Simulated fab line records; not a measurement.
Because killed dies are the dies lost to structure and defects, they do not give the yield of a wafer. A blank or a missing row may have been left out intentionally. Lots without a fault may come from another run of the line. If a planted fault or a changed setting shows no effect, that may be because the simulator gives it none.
Chamber matching :: flow nand_harc :: NHARC_THIN_TSV_ETCH_15 on rie_si-01 has 4 sister chambers
The step target depth 3000 nm, bosch target overetch cycles 2, bosch etch step 2.8 s. 14 wafers are shown with their chamber, then 7 later ones without.

EACH WAFER AND ITS CHAMBER
wafer: L123.2
chamber: 1
drypump_motor_current_A (A): 5.4

wafer: L123.5
chamber: 1
drypump_motor_current_A (A): 5.4

wafer: L123.6
chamber: 0
drypump_motor_current_A (A): 5.2

wafer: L125.2
chamber: 3
drypump_motor_current_A (A): 5.7

wafer: L125.4
chamber: 1
drypump_motor_current_A (A): 5.4

wafer: L125.6
chamber: 2
drypump_motor_current_A (A): 6.0

wafer: L128.2
chamber: 2
drypump_motor_current_A (A): 6.0

wafer: L128.3
chamber: 3
drypump_motor_current_A (A): 5.7

wafer: L128.6
chamber: 3
drypump_motor_current_A (A): 5.7

wafer: L132.1
chamber: 0
drypump_motor_current_A (A): 5.2

wafer: L132.2
chamber: 1
drypump_motor_current_A (A): 5.4

wafer: L132.3
chamber: 3
drypump_motor_current_A (A): 5.7

wafer: L133.1
chamber: 1
drypump_motor_current_A (A): 5.4

wafer: L133.3
chamber: 3
drypump_motor_current_A (A): 5.6

SIGNATURES (averages over the wafers above)
reading: drypump_motor_current_A
chamber 0: 5.200
chamber 1: 5.400
chamber 2: 6.000
chamber 3: 5.680
scatter within a chamber: 0.0283
Rule: distance of a wafer from a chamber = root of the sum over the readings of ((wafer's reading minus chamber's mean) / reading's scatter) squared. If the next closest chamber is less than 2 further off than the closest, the wafer can't be placed; otherwise it belongs to the closest. The scatter: the root of (the sum of the squares of (reading less its chamber's mean) over the shown wafers, divided by (wafers less chambers)).

WAFERS WITHOUT THEIR CHAMBER
wafer: L133.6
drypump_motor_current_A (A): 5.7

wafer: L139.3
drypump_motor_current_A (A): 5.7

wafer: L139.5
drypump_motor_current_A (A): 6.0

wafer: L139.6
drypump_motor_current_A (A): 5.6

wafer: L145.2
drypump_motor_current_A (A): 5.4

wafer: L145.3
drypump_motor_current_A (A): 6.0

wafer: L145.6
drypump_motor_current_A (A): 5.2

EACH ONE'S CHAMBER
wafer: L133.6
from the rows above: 3
in truth: 3

wafer: L139.3
from the rows above: 3
in truth: 3

wafer: L139.5
from the rows above: 2
in truth: 2

wafer: L139.6
from the rows above: 3
in truth: 3

wafer: L145.2
from the rows above: 1
in truth: 1

wafer: L145.3
from the rows above: 2
in truth: 2

wafer: L145.6
from the rows above: 0
in truth: 0
7 of 7 placed correctly. Can't be placed from these rows: 0. Number placed wrongly: 0.
